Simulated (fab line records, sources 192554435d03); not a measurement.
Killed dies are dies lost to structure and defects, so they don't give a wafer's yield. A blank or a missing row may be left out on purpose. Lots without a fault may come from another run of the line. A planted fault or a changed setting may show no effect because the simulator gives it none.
Chamber matching | flow n5_finfet | N5_BEOL_M15_STRIP_36 on rie_diel-03: 4 sister chambers
The step strips in O2. 22 wafers are shown with their chamber, then 11 later ones without.

WAFERS WITH THEIR CHAMBER
wafer  | chamber | drypump_motor_current_A (A) | showerhead_plenum_p_Torr (Torr) | throttle_valve_pct (%)
L075.3 | 2       | 5.41                        | 1.93                            | 16.57
L075.4 | 1       | 6.08                        | 2.05                            | 16.54
L075.5 | 1       | 6.06                        | 2.05                            | 16.50
L077.1 | 1       | 6.07                        | 2.05                            | 16.52
L077.4 | 2       | 5.42                        | 1.93                            | 16.55
L077.5 | 1       | 6.06                        | 2.05                            | 16.54
L078.2 | 0       | 5.48                        | 1.93                            | 16.75
L078.5 | 1       | 6.10                        | 2.05                            | 16.52
L078.6 | 2       | 5.44                        | 1.93                            | 16.58
L079.2 | 0       | 5.45                        | 1.93                            | 16.76
L079.3 | 2       | 5.41                        | 1.93                            | 16.54
L079.6 | 0       | 5.44                        | 1.93                            | 16.78
L083.1 | 0       | 5.43                        | 1.92                            | 16.79
L083.5 | 0       | 5.44                        | 1.92                            | 16.78
L083.6 | 2       | 5.40                        | 1.93                            | 16.53
L088.3 | 3       | 5.30                        | 1.97                            | 16.80
L088.4 | 0       | 5.45                        | 1.92                            | 16.79
L088.6 | 2       | 5.41                        | 1.93                            | 16.57
L086.2 | 1       | 6.11                        | 2.04                            | 16.57
L086.3 | 2       | 5.42                        | 1.92                            | 16.63
L086.6 | 3       | 5.29                        | 1.97                            | 16.82
L087.2 | 3       | 5.30                        | 1.97                            | 16.81

SIGNATURES (means of the wafers above)
reading                  | chamber 0 | chamber 1 | chamber 2 | chamber 3 | scatter within a chamber
drypump_motor_current_A  | 5.4483    | 6.0800    | 5.4157    | 5.2967    | 0.0162
showerhead_plenum_p_Torr | 1.9250    | 2.0483    | 1.9286    | 1.9700    | 0.00421
throttle_valve_pct       | 16.7750   | 16.5317   | 16.5671   | 16.8100   | 0.0247
Rule: a wafer's distance from a chamber is the root of the sum, over the readings, of the square of ((its reading less the chamber's mean) divided by the reading's scatter). The wafer belongs to the nearest chamber; if the next one is less than 2 further off, it can't be placed. The scatter: the root of (the sum of the squares of (reading less its chamber's mean) over the shown wafers, divided by (wafers less chambers)).

WAFERS WITHOUT THEIR CHAMBER
wafer  | drypump_motor_current_A (A) | showerhead_plenum_p_Torr (Torr) | throttle_valve_pct (%)
L087.4 | 5.40                        | 1.93                            | 16.60
L087.5 | 6.11                        | 2.04                            | 16.53
L091.2 | 5.43                        | 1.92                            | 16.60
L091.5 | 5.42                        | 1.92                            | 16.65
L091.6 | 5.47                        | 1.92                            | 16.84
L090.1 | 6.08                        | 2.04                            | 16.59
L090.5 | 5.46                        | 1.92                            | 16.81
L090.6 | 5.41                        | 1.92                            | 16.60
L094.2 | 6.12                        | 2.04                            | 16.59
L094.4 | 5.43                        | 1.92                            | 16.61
L094.5 | 5.40                        | 1.92                            | 16.64

WHICH CHAMBER EACH WENT THROUGH
wafer  | from the rows above     | in truth
L087.4 | 2                       | 2
L087.5 | 1                       | 1
L091.2 | 2                       | 2
L091.5 | can't be placed: 2 or 0 | 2
L091.6 | 0                       | 0
L090.1 | 1                       | 1
L090.5 | 0                       | 0
L090.6 | 2                       | 2
L094.2 | 1                       | 1
L094.4 | 2                       | 2
L094.5 | 2                       | 2
Placed correctly: 10 of 11. Can't be placed from these rows: 1 (the true chamber is among the candidates in 1). Placed wrongly: 0.
